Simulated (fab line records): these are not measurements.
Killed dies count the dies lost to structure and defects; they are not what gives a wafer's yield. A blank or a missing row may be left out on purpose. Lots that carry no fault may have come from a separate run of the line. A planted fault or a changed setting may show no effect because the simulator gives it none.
Matching of chambers + flow n5 finfet + N5_BEOL_M11_ALD_74 on ald metal-02: 4 sister chambers
The step deposits TaN, target thk 2 nm, pulse time 2 s, purge time 3 s. 8 wafers are shown with their chamber, then 9 later ones without.

== EACH WAFER AND ITS CHAMBER ==
| wafer  | chamber | heater power w (W) | chamber pressure Torr (Torr) |
|--------|---------|--------------------|------------------------------|
| L079.6 | 0       | 437                | 3.001                        |
| L080.3 | 3       | 514                | 2.995                        |
| L080.6 | 2       | 422                | 3.002                        |
| L085.2 | 3       | 502                | 2.998                        |
| L085.5 | 1       | 524                | 3.007                        |
| L086.1 | 0       | 442                | 3.002                        |
| L086.5 | 1       | 523                | 3.013                        |
| L086.6 | 2       | 435                | 3.000                        |

== WAFERS MISSING THEIR CHAMBER ==
| wafer  | heater power w (W) | chamber pressure Torr (Torr) |
|--------|--------------------|------------------------------|
| L087.2 | 419                | 2.990                        |
| L087.3 | 439                | 3.002                        |
| L087.5 | 514                | 2.997                        |
| L094.2 | 415                | 3.002                        |
| L094.4 | 388                | 2.999                        |
| L094.5 | 392                | 2.995                        |
| L093.1 | 398                | 3.010                        |
| L093.4 | 443                | 2.992                        |
| L093.5 | 551                | 3.008                        |

== WHICH CHAMBER EACH WENT THROUGH ==
| wafer  | from the rows above     | in truth |
|--------|-------------------------|----------|
| L087.2 | can't be placed: 2 or 0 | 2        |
| L087.3 | can't be placed: 0 or 2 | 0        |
| L087.5 | 3                       | 3        |
| L094.2 | can't be placed: 2 or 0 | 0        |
| L094.4 | can't be placed: 2 or 0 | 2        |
| L094.5 | can't be placed: 2 or 0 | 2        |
| L093.1 | can't be placed: 2 or 0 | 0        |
| L093.4 | can't be placed: 0 or 2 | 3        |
| L093.5 | 1                       | 1        |
2 of 9 placed correctly. Can't be placed from these rows: 7 (the true chamber is among the candidates in 6). 0 placed wrongly.
How it was worked out, from the rows above alone: a wafer's distance from a chamber is the root of the sum, over the readings, of the square of ((its reading less the chamber's mean) divided by the reading's scatter). The wafer belongs to the nearest chamber; if the next one is less than 2 further off, it can't be placed. For every chamber, the mean is computed from those of its wafers that are shown. The scatter: the root of (the sum of the squares of (reading less its chamber's mean) over the shown wafers, divided by (wafers less chambers)).
